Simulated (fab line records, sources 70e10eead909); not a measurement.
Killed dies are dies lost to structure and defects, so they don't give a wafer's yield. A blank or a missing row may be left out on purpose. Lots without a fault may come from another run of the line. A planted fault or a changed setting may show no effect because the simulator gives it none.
Chamber matching | flow nand_harc | NHARC_A_CHANNEL_FILL_D2_ETCHBACK_19 on rie_si-04: 4 sister chambers
The step etches the open film in HBr/Cl2, target depth 5 nm, time 1.7 s. 4 wafers are shown with their chamber, then 7 later ones without.

WAFERS WITH THEIR CHAMBER
wafer  | chamber | oes_product_au (a.u.)
L393.1 | 0       | 1.015
L398.5 | 2       | 1.013
L400.2 | 3       | 1.009
L400.3 | 1       | 0.984

WAFERS WITHOUT THEIR CHAMBER
wafer  | oes_product_au (a.u.)
L400.5 | 1.007
L407.1 | 0.969
L407.3 | 0.984
L407.4 | 0.988
L412.1 | 0.976
L412.3 | 1.000
L412.6 | 1.020

WHICH CHAMBER EACH WENT THROUGH
wafer  | from the rows above               | in truth
L400.5 | can't be placed: 3 or 2 or 0      | 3
L407.1 | 1                                 | 1
L407.3 | 1                                 | 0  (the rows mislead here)
L407.4 | 1                                 | 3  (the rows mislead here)
L412.1 | 1                                 | 1
L412.3 | can't be placed: 3 or 2 or 0 or 1 | 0
L412.6 | can't be placed: 0 or 2 or 3      | 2
Placed correctly: 2 of 7. Can't be placed from these rows: 3 (the true chamber is among the candidates in 3). Placed wrongly: 2.
How it was worked out, from the rows above alone: a wafer's distance from a chamber is the root of the sum, over the readings, of the square of ((its reading less the chamber's mean) divided by the reading's scatter). The wafer belongs to the nearest chamber; if the next one is less than 2 further off, it can't be placed. A chamber's mean is the mean of its shown wafers. The scatter: with one shown wafer a chamber, the root of the mean of the squares of how far each hidden wafer lies from its nearest shown one.
